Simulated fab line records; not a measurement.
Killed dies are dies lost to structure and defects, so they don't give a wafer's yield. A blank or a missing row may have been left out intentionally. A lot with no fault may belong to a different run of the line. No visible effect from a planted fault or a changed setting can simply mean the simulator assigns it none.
The tool behind it: which one? -- flow nandHarc -- Sampling: 6 lots, 18 wafers, 4 of 1159 route steps

## WHAT THE GAUGES SHOWED, per wafer
NHARC_A_CHANNEL_FILL_D1_THK_MEAS_06: measures by ellipsometry.
lot,measured,on,thkNm (nm)
L983,day 10 06:42,filmMetro-02,5.0 4.4 3.8
L987,day 11 02:40,filmMetro-02,5.4 5.0 7.1
L992,day 12 09:36,filmMetro-02,3.9 6.1 6.3
L993,day 12 20:40,filmMetro-02,4.7 4.6 5.7
L999,day 14 03:31,filmMetro-02,5.3 4.5 3.9
L105,day 15 14:22,filmMetro-01,6.0 4.1 4.9

## WHICH TOOL RAN EACH LOT (tool, then ch and the chambers of the sampled wafers, then the start)
lot,NHARC_A_CHANNEL_HOLE_D1_ETCH_33,NHARC_A_CHANNEL_FILL_D1_ALD_15,NHARC_A_CHANNEL_FILL_D1_ETCHBACK_20
L983,"harEtch-02 ch 0,1, day 8 14:31","aldSinBatch-02 ch 0, day 9 02:48","rieDiel-09 ch 0,1,2, day 9 17:05"
L987,"harEtch-01 ch 0,1, day 9 12:58","aldSinBatch-02 ch 0, day 10 00:58","rieDiel-13 ch 0,2, day 10 15:09"
L992,"harEtch-02 ch 1, day 10 16:23","aldSinBatch-01 ch 0, day 11 08:08","rieDiel-13 ch 0,2, day 11 22:05"
L993,"harEtch-02 ch 0,1, day 11 06:49","aldSinBatch-01 ch 0, day 11 19:04","rieDiel-13 ch 0,3, day 12 08:55"
L999,"harEtch-01 ch 1, day 12 12:57","aldSinBatch-01 ch 0, day 13 02:06","rieDiel-13 ch 1,3, day 13 15:54"
L105,"harEtch-02 ch 0,1, day 13 23:46","aldSinBatch-02 ch 0, day 14 11:58","rieDiel-09 ch 0,1,3, day 15 02:48"
- NHARC_A_CHANNEL_HOLE_D1_ETCH_33: etches the open film in C4F8/O2/Ar, time 90 s, target depth 400 nm.
- NHARC_A_CHANNEL_FILL_D1_ALD_15: deposits SiNx, target thk 2 nm, pulse time 60 s, ald cycles 19.
- NHARC_A_CHANNEL_FILL_D1_ETCHBACK_20: etches the open film in C4F8/O2/Ar, target depth 27 nm, time 13.5 s.

## THE ANSWER, worked out from the rows above alone
Rule: what is usual is taken from the lots themselves. Put in order of their means at a reading, lots are off if they are a third of the lots or fewer, leave a main group of 4 or more, and stand apart from it by a gap of 3 or more times the standard deviation of the main group's means; of several such gaps the widest counts. If all means in a main group match to the digits the tables above print for the reading, that group is not used. A lot without any number at a reading at which 4 lots or more have one is off too. All remaining lots with rows at the step are treated as sound.
No lot is off at any reading shown: from this, nothing can be told.

## WHAT THE SIMULATOR PUT IN
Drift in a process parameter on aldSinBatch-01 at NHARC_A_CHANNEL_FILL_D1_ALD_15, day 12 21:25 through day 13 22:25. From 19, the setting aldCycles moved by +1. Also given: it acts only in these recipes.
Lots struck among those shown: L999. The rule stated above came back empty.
